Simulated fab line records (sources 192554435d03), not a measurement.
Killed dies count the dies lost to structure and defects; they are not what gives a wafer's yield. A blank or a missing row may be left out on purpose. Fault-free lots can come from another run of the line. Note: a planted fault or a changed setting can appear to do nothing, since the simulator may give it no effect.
Struck lot and sound lot, side by side / flow n5-finfet / 41 out of 1938 route steps
Sound: wafers L993.2, L993.4, L993.5. The struck wafers were L999.3, L999.5, L999.6. At the end, the cause is stated.
Each step with rows lists, per side, the tool, then ch with its chambers, then its first start. Under that, the readings that differ: sound wafers / struck wafers / difference of the means / sigmas: that difference in standard deviations of wafers without a fault.
alike: readings whose means differ by less than 2 such deviations, and words and numbers that are the same on both sides. not compared: withheld readings, readings that some wafer has no value for, bounds like >300 that may hide the same value, and numbers for which the record gives no deviation and whose values overlap.
A row with sigmas, a row that says differs or no value, or rows on one side alone: a step with any of these is where the two part. When numbers do not overlap yet have no deviation, they are printed without sigmas and do not part them. A reading missing from all wafers of one side parts the sides only when that side holds two or more wafers.

first, 3 steps without rows for these wafers: N5_BEOL_M4_SURFACE_TREAT_85; N5_BEOL_M4_CVD_47 (deposits Co from CCTBA/H2, target thk 3 nm, time 223.8 s); N5_BEOL_M4_SPUTTER_48 (material Cu, target thk 4.5 nm, time 8.29 s).
N5_BEOL_M4_ANNEAL_49: time 240 s.
  struck on pvd-sputter-03, day 11 10:52; sound on pvd-sputter-03, day 9 12:47
  alike: heater-power-w, susceptor_temp_C_max
then, 3 steps without rows for these wafers: N5_BEOL_M4_SPUTTER_79 (material Cu, target thk 4.5 nm, time 8.29 s); N5_BEOL_M4_ANNEAL_80 (time 240 s); N5_BEOL_M4_SPUTTER_81 (material Cu, target thk 4.5 nm, time 8.29 s).
N5_BEOL_M4_ANNEAL_82: time 240 s.
  struck on pvd-sputter-03, day 11 11:18; sound on pvd-sputter-03, day 9 13:14
  alike: heater-power-w, susceptor_temp_C_max
then, 2 steps without rows for these wafers: N5_BEOL_M4_SPUTTER_86 (material Cu, target thk 4.5 nm, time 8.29 s); N5_BEOL_M4_ANNEAL_87 (time 240 s).
N5_BEOL_M4_SPUTTER_88: material Cu, target thk 4.5 nm, time 8.29 s.
  struck on pvd-sputter-03, day 11 11:40; sound on pvd-sputter-03, day 9 13:35
  alike: throttle-valve-pct
then, 1 step without rows for these wafers: N5_BEOL_M4_ANNEAL_89 (time 240 s).
N5_BEOL_M4_SPUTTER_90: material Cu, target thk 4.5 nm, time 8.29 s.
  struck on pvd-sputter-03, day 11 11:53; sound on pvd-sputter-03, day 9 13:49
  alike: throttle-valve-pct
then, 2 steps without rows for these wafers: N5_BEOL_M4_ANNEAL_91 (time 240 s); N5_BEOL_M4_SPUTTER_92 (material Cu, target thk 4.5 nm, time 8.29 s).
N5_BEOL_M4_ANNEAL_93: time 240 s.
  struck on pvd-sputter-03, day 11 12:11; sound on pvd-sputter-03, day 9 14:07
  alike: heater-power-w, susceptor_temp_C_max
then, 10 steps without rows for these wafers: N5_BEOL_M4_SPUTTER_94 (material Cu, target thk 4.5 nm, time 8.29 s); N5_BEOL_M4_ANNEAL_95 (time 240 s); N5_BEOL_M4_SPUTTER_96 (material Cu, target thk 4.5 nm, time 8.29 s); N5_BEOL_M4_ECD_50 (material Cu, target thk 300 nm); N5_BEOL_M4_ANNEAL_51 (time 90 s); N5_BEOL_M4_CMP_52 (polishes, stops on SiOC, t overpolish 6.8 s, target thk 40 nm); N5_BEOL_M4_PRE_CLEAN_60 (time 15 s); N5_BEOL_M4_CO_CAP_55 (material Co, precursor CCTBA/H2, target thk 2 nm, time 102.1 s); N5_BEOL_M4_PRE_CLEAN_56 (time 15 s); N5_BEOL_M4_DEP_57 (deposits SiCN from 3MS/NH3, target thk 8 nm, time 14 s).
N5_BEOL_M4_RS_MEAS_58: uses a four-point probe to measure.
  struck on film-metro-02, day 11 13:38; sound on film-metro-01, day 9 15:32
  alike: M4_RS
N5_BEOL_M4_RC_MEAS_101:
  sound on prober-02 ch 0, day 9 15:44; struck on prober-01 ch 0, day 11 14:00
reading=IOFF_P (nA/um); sound=0.17 0.20 0.22; struck=0.27 0.32 0.30; difference=+0.10; sigmas=+3
reading=ION_N (uA/um); sound=654 661 660; struck=688 683 678; difference=+25; sigmas=+2
reading=ION_P (uA/um); sound=456 460 454; struck=476 476 472; difference=+18; sigmas=+2
reading=VT_P (mV); sound=-253 -249 -251; struck=-244 -241 -242; difference=+9; sigmas=+3
  alike: DIBL_N, DIBL_P, IOFF_N, SS_N, SS_P, VT_N
N5_BEOL_M5_ILD_DEP_00: deposits SiCOH lowk from DEMS/porogen, target thk 140.64 nm, time 25.9 s.
  sound on pecvd-03 ch 0,2, day 9 16:32; struck on pecvd-03 ch 0,2, day 11 14:40
  alike: chamber-pressure-Torr, heater-power-w, showerhead-plenum-p-Torr, throttle-valve-pct
  not compared: since-wet-clean-h
then, 1 step without rows for these wafers: N5_BEOL_M5_CURE_79 (cures SiCOH lowk, time 240 s).
N5_BEOL_M5_THK_MEAS_01:
  struck on film-metro-02, day 11 15:14; sound on film-metro-02, day 9 17:07
  alike: M5_ILD_THK
then, 9 steps without rows for these wafers: N5_BEOL_M5_PECVD_70 (deposits SiO2 from TEOS/O2, target thk 16 nm, time 18 s); N5_BEOL_M5_HM_DEP_02 (deposits TiN, target thk 20 nm); N5_BEOL_M5_COAT_59 (time 60 s, resist thk 60 nm); N5_BEOL_M5_COAT_60 (time 60 s, resist thk 12 nm); N5_BEOL_M5_COAT_71 (time 60 s, resist thk 5 nm); N5_BEOL_M5_COAT_05 (resist thk 30 nm); N5_BEOL_M5_EBR_07; N5_BEOL_M5_SOFTBAKE_06 (time 60 s); N5_BEOL_M5_EXPOSE_08 (exposes mask M5, target cd 28 nm).
-- a jump in the record: the struck wafers' starts before and after are 4 days apart (it breaks off in module BEOL_M5 and resumes in module PASSIVATION, where the first step shown is number 1936 of the route) --
N5_PASSIVATION_PROBE_49:
  struck on prober-02, day 15 17:16; sound on prober-01, day 14 04:05
reading=defect-limited-yield (%); sound=89.3 92.8 90.1; struck=83.6 81.7 84.8; difference=-7.4; sigmas=-5
reading=killed_at_M4_up; sound=18 14 25; struck=103 137 94; difference=+92; sigmas=+17
reading=killed-dies; sound=126 85 117; struck=193 216 179; difference=+87; sigmas=+5
reading=sort_bin_5_function (%); sound=7.4 4.0 6.3; struck=9.2 11.9 9.0; difference=+4.1; sigmas=+4
reading=sort-n-pass; sound=1054 1095 1063; struck=987 964 1001; difference=-87; sigmas=-5
reading=sort-yield-pct (%); sound=89.3 92.8 90.1; struck=83.6 81.7 84.8; difference=-7.4; sigmas=-5
  alike: killed_at_M0_to_M3, killed-at-contacts, killed-at-front-end, killed-at-other, killed-open, killed-short, sort_bin_6_memory

WHERE THEY PART
Earliest at N5_BEOL_M4_RC_MEAS_101; latest, in this record, at N5_PASSIVATION_PROBE_49.

WHY: what had been put in by the simulator
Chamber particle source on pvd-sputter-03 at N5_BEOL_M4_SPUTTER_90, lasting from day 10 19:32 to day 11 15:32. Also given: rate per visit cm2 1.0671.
